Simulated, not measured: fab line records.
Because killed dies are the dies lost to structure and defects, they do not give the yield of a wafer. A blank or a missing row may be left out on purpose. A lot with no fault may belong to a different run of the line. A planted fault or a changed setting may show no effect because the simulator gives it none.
One fault through the eyes of 2 desks + flow nand-harc + numbers are kept per desk, each desk with only its own; the story behind them comes last

THE TOOL OWNER'S DESK: litho-track-03
The tool's own readings at NHARC_P_STI_PEB_07 (peb time 80 s): means of the sampled wafers that have a number, for each lot that ran on this tool. The brackets show how far a lot's mean lies from the usual mean; more than 4 standard deviations puts the lot out of limits, marked OUT.
Columns: A = heater-power-total-W at NHARC_P_STI_PEB_07, usual 189.7 W; B = plate-temp-C at NHARC_P_STI_PEB_07, usual 127.99 C; C = resist-line-temp-C at NHARC_P_STI_PEB_07, usual 23.00 C
| lot  | first seen here | A                | B                | C     |
|------|-----------------|------------------|------------------|-------|
| L395 | day 3 07:16     | 189.5            | 127.93           | 22.87 |
| L397 | day 4 03:18     | 189.5            | 127.84           | 23.16 |
| L405 | day 7 13:12     | 190.2            | 127.96           | 22.90 |
| L411 | day 9 21:16     | 185.9 (-5.0) OUT | 126.19 (-14) OUT | 23.08 |
| L412 | day 10 06:55    | 186.5 (-4.2) OUT | 126.20 (-14) OUT | 22.99 |
This desk's finding: out of limits on L411, L412; first on L411, day 9 21:16 (heater-power-total-W at NHARC_P_STI_PEB_07). In limits: L395, L397, L405.

AT THE METROLOGY DESK
Lot by lot, what the gauges showed, no matter which tool ran the lot: averages of those sampled wafers that carry a number. The brackets show how far a lot's mean lies from the usual mean; more than 4 standard deviations puts the lot out of limits, marked OUT.
Columns: A = cd-nm at NHARC_P_STI_CD_MEAS_09, usual 200.2 nm; B = trench-depth-nm at NHARC_P_STI_OCD_MEAS_17, usual 300 nm; C = trench-foot-cd-nm at NHARC_P_STI_OCD_MEAS_17, usual 158.2 nm
| lot  | first seen here | A                | B   | C                |
|------|-----------------|------------------|-----|------------------|
| L395 | day 3 07:21     | 201.4            | 304 | 158.7            |
| L396 | day 3 16:30     | 201.9            | 297 | 160.4            |
| L397 | day 4 03:23     | 201.3            | 302 | 158.7            |
| L405 | day 7 13:17     | 199.5            | 296 | 158.3            |
| L406 | day 7 22:55     | 197.7            | 302 | 155.5            |
| L411 | day 9 21:20     | 183.1 (-7.8) OUT | 304 | 140.3 (-8.1) OUT |
| L412 | day 10 07:00    | 181.5 (-8.5) OUT | 302 | 139.7 (-8.4) OUT |
| L413 | day 10 17:53    | 198.9            | 299 | 157.0            |
| L414 | day 11 05:07    | 200.0            | 300 | 158.1            |
| L416 | day 11 22:32    | 199.7            | 294 | 158.7            |
| L417 | day 12 10:59    | 200.0            | 302 | 157.7            |
This desk's finding: out of limits on L411, L412; first on L411, day 9 21:20 (cd-nm at NHARC_P_STI_CD_MEAS_09). In limits: L395, L396, L397, L405, L406, L413, L414, L416, L417.

PUT TOGETHER
An alarm could have come from the tool owner's desk at day 9 21:16, on L411, L412.
The metrology desk could have raised an alarm at day 9 21:20, on L411, L412.
Of the lots named, all ran NHARC_P_STI_PEB_07 on litho-track-03.

WHAT THE SIMULATOR HAD INSERTED
Drift in process parameters on litho-track-03 at NHARC_P_STI_PEB_07, starting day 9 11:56. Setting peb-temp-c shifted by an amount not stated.
Lots struck among those shown: L411, L412.
Delay (hours) between the fault's onset and each desk's first out-of-limits reading: 9 at the tool owner's desk, 9 at the metrology desk.
